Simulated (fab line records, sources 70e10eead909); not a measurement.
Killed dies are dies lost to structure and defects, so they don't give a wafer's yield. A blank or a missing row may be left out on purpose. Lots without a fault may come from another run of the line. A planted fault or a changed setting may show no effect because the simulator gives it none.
fab line records | flow nand_harc
record lots=14 wafers=42 last_day=33
route steps=1302 shown A_M1@1193 A_BONDPAD@1215 HYBRID_BOND@1237 THIN_TSV@1275 END@1302
lots that met no fault: from a run of the same line without faults
start_h: hours from the record's first day to the start of the lot's first wafer shown | wait_h: hours since the lot's step before | " the same as in the row above | L1.1+2: a row that stands for several wafers | - no value, or no start given | * or withheld: withheld | < > ~ a bound
route shown NAME@n: a module of which the file shows steps, and the number in the route of the first | usual: mean/standard deviation of fault-free wafers | same: alike in all rows | chamber/n: place in a boat | sites: the reading at each site | _std_site: their standard deviation | _edge_site: outer sites' mean less inner sites' | radius_mm: how far each site lies from the wafer's centre | mask NAME#n: copy n | behind: the tool/chamber that last shaped the wafer | hold: why the lot was held/for how many hours/how that ended | device: the transistor (n, p or np) that didn't switch | end of line: the same wafers' tests at the end of the route | a step without rows: its recipe alone | killed: dies lost to structure and defects at the first sort, not the wafer's yield | map: a wafer's dies, x killed, . not, _ none there
set.NAME: the setting as run; set.NAME@STEP: as run at that earlier step | model.NAME: the simulator's own value behind a step, which no gauge read
steps of the route over a sample of lots; a table a step, a row a wafer
services: from which hour (start_h, from the record's first day; less than 0 if before it) a tool's chamber was out of use, for how many hours, and why
## steps
# step NHARC_A_M1_ECD_22
# recipe target_thk_a=4000 bath_temp_c=25 material=Cu
# columns lot.wafer tool chamber start_h wait_h
L963.2+3+6 ecd_cu-02 1,0,0 550.06 -
L966.4+5+6 ecd_cu-02 1,1,0 555.06 -
L965.2+4+3 ecd_cu-02 1,1,0 557.06 -
L968.1+4+3 ecd_cu-02 1,0,1 581.11 -
L967.2+1+3 ecd_cu-02 1,0,0 582.20 -
L969.2+4+6 ecd_cu-01 1,1,0 600.28 -
L970.2+3+5 ecd_cu-01 1,1,0 601.58 -
L973.2+4+6 ecd_cu-01 0,1,0 640.10 -
L974.2+3+4 ecd_cu-01 1,0,1 648.09 -
L979.2+3+5 ecd_cu-02 1 693.73 -
L980.3+4+6 ecd_cu-02 1,0,0 694.20 -
L977.4+3+6 ecd_cu-02 1,0,0 695.21 -
L981.4+5+6 ecd_cu-02 0,1,0 727.70 -
L986.2+1+5 ecd_cu-02 0,1,1 762.91 -
# step NHARC_A_BONDPAD_CD_MEAS_09
# recipe target_cd_nm=500 landing_energy_ev=500
# usual cd_nm=499.8/1.3
# columns lot.wafer tool chamber start_h wait_h cd_nm
L963.2 cd_sem-02 0 553.19 - 499.8
L963.3 " 0 " " 499.5
L963.6 " 0 " " 497.7
L966.4 cd_sem-01 0 558.33 - 500.3
L966.5 " 0 " " 499.8
L966.6 " 0 " " 499.8
L965.2 cd_sem-01 0 560.31 - 501.0
L965.3 " 0 " " 500.8
L965.4 " 0 " " 502.4
L968.1 cd_sem-02 0 584.18 - 500.2
L968.3 " 0 " " 501.4
L968.4 " 0 " " 501.3
L967.1 cd_sem-03 0 585.34 - 499.5
L967.2 " 0 " " 503.2
L967.3 " 0 " " 500.6
L969.2 cd_sem-03 0 603.26 - 501.4
L969.4 " 0 " " 501.4
L969.6 " 0 " " 499.7
L970.2 cd_sem-03 0 604.54 - 499.2
L970.3 " 0 " " 499.7
L970.5 " 0 " " 499.3
L973.2 cd_sem-03 0 643.22 - 501.7
L973.4 " 0 " " 503.0
L973.6 " 0 " " 502.2
L974.2 cd_sem-02 0 651.16 - 502.3
L974.3 " 0 " " 499.2
L974.4 " 0 " " 500.8
L979.2 cd_sem-03 0 696.73 - 501.6
L979.3 " 0 " " 499.4
L979.5 " 0 " " 500.2
L980.3 cd_sem-01 0 697.56 - 500.4
L980.4 " 0 " " 498.1
L980.6 " 0 " " 501.2
L977.3 cd_sem-03 0 698.54 - 498.9
L977.4 " 0 " " 501.4
L977.6 " 0 " " 498.4
L981.4 cd_sem-01 0 730.56 - 502.0
L981.5 " 0 " " 500.7
L981.6 " 0 " " 500.0
L986.1 cd_sem-03 0 766.01 - 499.4
L986.2 " 0 " " 500.6
L986.5 " 0 " " 498.4
# step NHARC_HYBRID_BOND_ACTIVATE_00
# recipe time_s=60 n2_flow_sccm=200 ar_flow_sccm=0 bias_power_w=0 chemistry=N2
# usual drypump_motor_current_A=5.9/0.38 oes_product_au=1.002/0.0076 rf_vpp_V=64.0/0.86 showerhead_plenum_p_Torr=1.74/0.08
# columns lot.wafer tool chamber start_h wait_h drypump_motor_current_A oes_product_au rf_hours_counter_h rf_vpp_V showerhead_plenum_p_Torr
L963.2 rie_diel-09 1 556.02 0.1 6.2 0.997 5 64.8 1.80
L963.3 " 3 " " 5.6 1.012 6 63.5 1.67
L963.6 " 2 " " 6.3 1.010 - 63.1 1.66
L966.4 rie_diel-09 0 561.24 0.1 5.5 1.008 6 64.7 1.77
L966.6 " 3 " " 5.7 1.008 - 63.9 1.67
L966.5 " 0 " " 5.4 1.004 - 64.9 1.77
L965.3 rie_diel-01 3 576.16 0.1 6.5 0.998 1 63.2 1.68
L965.4 " 0 " " 5.4 0.993 1 63.6 1.89
L965.2 " 2 " " 5.7 0.993 1 63.9 1.86
L968.1 rie_diel-09 3 587.05 0.1 5.7 1.014 8 63.6 1.67
L968.4 " 0 " " 5.5 1.019 6 63.5 1.77
L968.3 " 1 " " 6.2 1.013 8 64.8 1.80
L967.3 rie_diel-09 1 588.44 0.1 6.2 1.006 8 64.9 1.80
L967.1 " 2 " " 6.3 0.999 8 63.0 1.66
L967.2 " 3 " " 5.7 1.007 8 64.1 1.67
L969.2 rie_diel-09 3 606.19 0.1 5.7 1.015 11 64.8 1.67
L969.4 " 2 " " 6.3 1.001 10 64.6 1.66
L969.6 " 0 " " 5.5 1.010 - 64.5 1.77
L970.2 rie_diel-09 0 607.42 0.1 5.5 1.015 8 64.6 1.77
L970.3 " 2 " " 6.3 0.997 10 64.0 1.66
L970.5 " 0 " " 5.5 1.006 - 64.9 1.77
L973.4 rie_diel-01 0 646.06 0.1 5.3 1.006 19 63.0 1.88
L973.2 " 2 " " 5.8 1.007 18 64.7 1.85
L973.6 " 3 " " 6.5 1.010 - 63.8 1.68
L974.4 rie_diel-06 1 654.08 0.1 5.9 1.004 50 63.9 1.90
L974.2 " 2 " " 5.3 1.020 49 63.0 1.67
L974.3 " 3 " " 5.4 1.017 40 64.0 1.68
L979.3 rie_diel-09 3 699.56 0.1 5.7 0.992 1 62.9 1.66
L979.2 " 2 " " 6.3 0.994 1 62.2 1.66
L979.5 " 1 " " 6.2 0.993 - 63.9 1.80
L980.3 rie_diel-09 1 700.39 0.1 6.2 0.998 1 64.4 1.80
L980.4 " 2 " " 6.3 0.994 - 62.6 1.66
L980.6 " 3 " " 5.7 1.000 - 64.4 1.66
L977.3 rie_diel-09 2 701.45 0.1 6.3 1.004 2 63.7 1.66
L977.6 " 2 " " 6.3 0.999 - 64.2 1.66
L977.4 " 3 " " 5.7 1.011 - 64.8 1.66
L981.5 rie_diel-09 1 733.44 0.1 6.2 0.984 - 64.1 1.80
L981.4 " 2 " " 6.3 0.997 - 65.6 1.66
L981.6 " 3 " " 5.7 0.995 - 64.0 1.66
L986.2 rie_diel-09 2 768.91 0.1 6.3 1.001 8 63.1 1.66
L986.1 " 3 " " 5.7 1.000 8 63.6 1.66
L986.5 " 3 " " 5.7 1.000 - 62.7 1.66
# step NHARC_THIN_TSV_ANNEAL_52
# recipe temp_c=225 time_s=90
# usual wafer_temp_C_max=225.8/0.32
# columns lot.wafer tool chamber start_h wait_h wafer_temp_C_max
L963.2 rtp_anneal-02 0 582.34 0.7 225.7
L963.3 " 0 " " 225.7
L963.6 " 0 " " 225.4
L966.4 rtp_anneal-02 0 584.84 0.6 225.9
L966.5 " 0 " " 225.5
L966.6 " 0 " " 226.1
L965.2 rtp_anneal-02 0 592.52 0.6 225.5
L965.3 " 0 " " 225.5
L965.4 " 0 " " 225.6
L967.1 rtp_anneal-02 0 603.08 0.5 225.6
L967.2 " 0 " " 225.4
L967.3 " 0 " " 225.5
L968.1 rtp_anneal-02 0 604.35 0.5 225.7
L968.3 " 0 " " 225.7
L968.4 " 0 " " 225.3
L969.2 rtp_anneal-01 0 622.37 0.7 225.8
L969.4 " 0 " " 225.9
L969.6 " 0 " " 226.2
L970.2 rtp_anneal-02 0 623.56 0.6 226.0
L970.3 " 0 " " 225.6
L970.5 " 0 " " 225.8
L973.2 rtp_anneal-02 0 662.82 0.7 225.7
L973.4 " 0 " " 225.6
L973.6 " 0 " " 225.7
L974.2 rtp_anneal-01 0 676.04 0.6 226.1
L974.3 " 0 " " 226.0
L974.4 " 0 " " 225.9
L980.3 rtp_anneal-01 0 716.04 0.4 225.6
L980.4 " 0 " " 226.1
L980.6 " 0 " " 226.1
L977.3 rtp_anneal-02 0 718.30 0.4 225.5
L977.4 " 0 " " 225.6
L977.6 " 0 " " 225.5
L979.2 rtp_anneal-02 0 719.53 0.7 225.9
L979.3 " 0 " " 225.8
L979.5 " 0 " " 225.7
L981.4 rtp_anneal-01 0 751.17 1.0 225.9
L981.5 " 0 " " 226.4
L981.6 " 0 " " 226.0
L986.1 rtp_anneal-01 0 785.40 0.6 225.5
L986.2 " 0 " " 225.6
L986.5 " 0 " " 225.7
# step NHARC_END_SORT_01
# recipe temp_c=25
# usual defect_limited_yield=90.7/3 killed_at_array=58/20 killed_at_other=0.9/1.4 killed_at_periphery=4/3.1 killed_dies=63/20 killed_open=3.3/1.8 killed_short=2.4/1.5
# same gross_dies=677
# columns lot.wafer tool chamber start_h wait_h defect_limited_yield[%] killed_at_array killed_at_other killed_at_periphery killed_dies killed_open killed_short
L973.2 prober-01 0 674.50 2.8 11.2 600 0 1 601 1 1
L973.4 prober-01 0 676.08 3.4 11.7 596 0 2 598 2 0
L973.6 prober-01 0 677.66 3.9 11.2 597 2 2 601 2 1
L974.2 prober-01 0 688.57 2.8 14.3 579 0 1 580 4 1
L974.3 prober-01 0 689.36 3.1 14.9 574 0 2 576 0 1
L974.4 prober-01 0 690.15 3.4 11.7 591 1 6 598 0 2
# killed by level:class
L973.2 A_M1:unspecified=557 A_CHANNEL_HOLE_D1:chamber_film_flake=24 A_SLIT:chamber_film_flake=10 A_CONTACT:chamber_film_flake=5 A_SOURCE_PLATE:geometric_particle:short=1 A_WL_FILL:geometric_particle:open=1 P_ZERO_WELL:chamber_film_flake=1 A_CHANNEL_HOLE_D2:chamber_film_flake=1
L973.4 A_M1:unspecified=551 A_SLIT:chamber_film_flake=21 A_CHANNEL_HOLE_D1:chamber_film_flake=18 A_CONTACT:chamber_film_flake=2 A_ONON_D1:geometric_particle:open=1 A_CONTACT:geometric_particle:open=1 P_GATE:chamber_film_flake=1 P_BONDPAD:chamber_film_flake=1
L973.6 A_M1:unspecified=552 A_CHANNEL_HOLE_D1:chamber_film_flake=22 A_SLIT:chamber_film_flake=13 A_CONTACT:chamber_film_flake=5 A_STAIRCASE:chamber_film_flake=2 P_M0:geometric_particle:open=1 A_CHANNEL_HOLE_D2:geometric_particle:short=1 STARTING-WAFER:geometric_particle:open=1
L974.2 A_M1:unspecified=539 A_CHANNEL_HOLE_D1:chamber_film_flake=18 A_SLIT:chamber_film_flake=11 A_CHANNEL_HOLE_D2:chamber_film_flake=4 A_M0:geometric_particle:open=2 A_CONTACT:chamber_film_flake=2 P_M0:geometric_particle:open=1 A_DECK1_JOINT:geometric_particle:open=1
L974.3 A_M1:unspecified=539 A_CHANNEL_HOLE_D1:chamber_film_flake=17 A_SLIT:chamber_film_flake=8 A_CHANNEL_HOLE_D2:chamber_film_flake=4 A_STAIRCASE:chamber_film_flake=4 A_CONTACT:chamber_film_flake=2 P_M1:geometric_particle:short=1 P_BONDPAD:chamber_film_flake=1
L974.4 A_M1:unspecified=545 A_CHANNEL_HOLE_D1:chamber_film_flake=21 A_SLIT:chamber_film_flake=11 A_CHANNEL_HOLE_D2:chamber_film_flake=7 P_BONDPAD:chamber_film_flake=4 A_CONTACT:chamber_film_flake=3 A_ONON_D1:geometric_particle:short=1 A_M0:geometric_particle:short=1
## services
# columns tool chamber start_h hours kind
rie_diel-09 0 530.99 - clean
rie_diel-01 - 559.39 9.0 pm
rie_diel-09 0 564.28 19.4 repair
ecd_cu-02 - 596.27 8.0 pm
rie_diel-01 - 608.42 0.3 repair
rie_diel-09 1 632.50 1.7 repair
rie_diel-06 0 640.55 9.3 repair
rie_diel-09 - 645.17 3.3 repair
rie_diel-01 0 647.59 3.6 repair
rie_diel-09 0 654.80 84.7 repair
rie_diel-09 1 663.13 7.1 repair
rie_diel-06 - 663.29 9.0 pm
rie_diel-01 - 668.54 0.6 repair
rie_diel-09 - 674.49 9.0 pm
ecd_cu-01 - 688.15 8.0 pm
rie_diel-09 2 719.97 2.7 repair
ecd_cu-02 - 722.87 0.7 repair
rie_diel-06 1 723.40 11.9 repair
rie_diel-01 - 736.39 9.0 pm
rie_diel-09 - 738.53 0.1 repair
rtp_anneal-02 - 744.00 12.0 pm
ecd_cu-01 - 747.22 0.9 repair
rie_diel-01 3 758.22 29.1 repair
ecd_cu-02 - 772.27 8.0 pm
## key
first_sign step=NHARC_END_SORT_01 reading=killed_at_array direction=up sigmas=27 usual=58 struck=590
effect step=NHARC_END_SORT_01 reading=killed_dies direction=up sigmas=26 usual=63 struck=592
more_kills_born_at NHARC_A_M1_ECD_22@ecd_cu-01=3283
met_at NHARC_A_M1_ECD_22
struck_lots L973,L974
not_acting_at NHARC_A_BONDPAD_CD_MEAS_09,NHARC_HYBRID_BOND_ACTIVATE_00,NHARC_THIN_TSV_ANNEAL_52
onset_between 601.58 640.10
fault kind=chamber_particle_source tool=ecd_cu-01 chamber=- onset_h=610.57 steps=NHARC_A_M1_ECD_22 rate_per_visit_cm2=2.1011
